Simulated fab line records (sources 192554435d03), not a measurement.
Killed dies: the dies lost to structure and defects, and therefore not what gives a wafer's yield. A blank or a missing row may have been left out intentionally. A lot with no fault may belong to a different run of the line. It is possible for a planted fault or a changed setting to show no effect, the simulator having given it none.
A single fault, viewed from 3 desks | flow n5Finfet | each desk holds nothing but its own numbers, with what lay behind them at the end

## AT THE TOOL OWNER'S DESK: rieMetal-02
The tool's own readings at N5_BEOL_M8_HM_OPEN_17 (chemistry Cl2/BCl3, target TiN, target depth 20 nm, overetch 6 nm): means of the sampled wafers that have a number, for each lot that ran on this tool. A lot is out of limits, marked OUT, if its mean lies more than 4 standard deviations from the usual mean; the brackets give that distance.
Columns: A = bcl3FlowSccm at N5_BEOL_M8_HM_OPEN_17, usual 21.74 sccm; B = drypumpMotorCurrentA at N5_BEOL_M8_HM_OPEN_17, usual 5.8 A; C = oesProductAu at N5_BEOL_M8_HM_OPEN_17, usual 0.70 a.u.; D = throttleValvePct at N5_BEOL_M8_HM_OPEN_17, usual 22.18 %
lot  | first seen here | A     | B   | C    | D
L806 | day 11 19:11    | 21.74 | 5.5 | 0.73 | 22.25
L818 | day 14 20:37    | 21.82 | 5.9 | 0.72 | 22.22
This desk's verdict: no lot among the 2 shows anything out of limits.

## THE DEFECT DESK
Counts from the inspections along the route, per lot, as means over the sampled wafers that have a number. A lot is out of limits, marked OUT, if its mean lies more than 4 standard deviations from the usual mean; the brackets give that distance.
Columns: A = rawDefectCount at N5_BEOL_M8_INSPECT_13, usual 440
lot  | first seen here | A
L805 | day 11 02:32    | 491
L806 | day 11 18:52    | 537
L818 | day 14 20:11    | 417
L819 | day 15 01:00    | 446
L821 | day 15 07:05    | 353
This desk's verdict: no lot among the 5 shows anything out of limits.

## AT THE METROLOGY DESK
Lot by lot, what the gauges showed, no matter which tool ran the lot: averages of those sampled wafers that carry a number. A lot is out of limits, marked OUT, if its mean lies more than 4 standard deviations from the usual mean; the brackets give that distance.
Columns: A = cdNm at N5_BEOL_M8_CD_MEAS_11, usual 38.3 nm; B = M8_OVL at N5_BEOL_M8_OVL_MEAS_12, usual -0.2 nm
lot  | first seen here | A    | B
L805 | day 11 02:29    | 38.2 | 0.0
L806 | day 11 18:49    | 38.7 | 0.1
L818 | day 14 20:08    | 38.6 | -0.6
L819 | day 15 00:56    | 38.1 | -0.4
L821 | day 15 07:01    | 38.9 | -0.2
This desk's verdict: no lot among the 5 shows anything out of limits.

## TAKEN TOGETHER
The desk of the tool owner found nothing out of limits.
No out-of-limits result turned up at the defect desk.
Nothing out of limits was seen by the metrology desk.

## WHAT THE SIMULATOR PUT IN
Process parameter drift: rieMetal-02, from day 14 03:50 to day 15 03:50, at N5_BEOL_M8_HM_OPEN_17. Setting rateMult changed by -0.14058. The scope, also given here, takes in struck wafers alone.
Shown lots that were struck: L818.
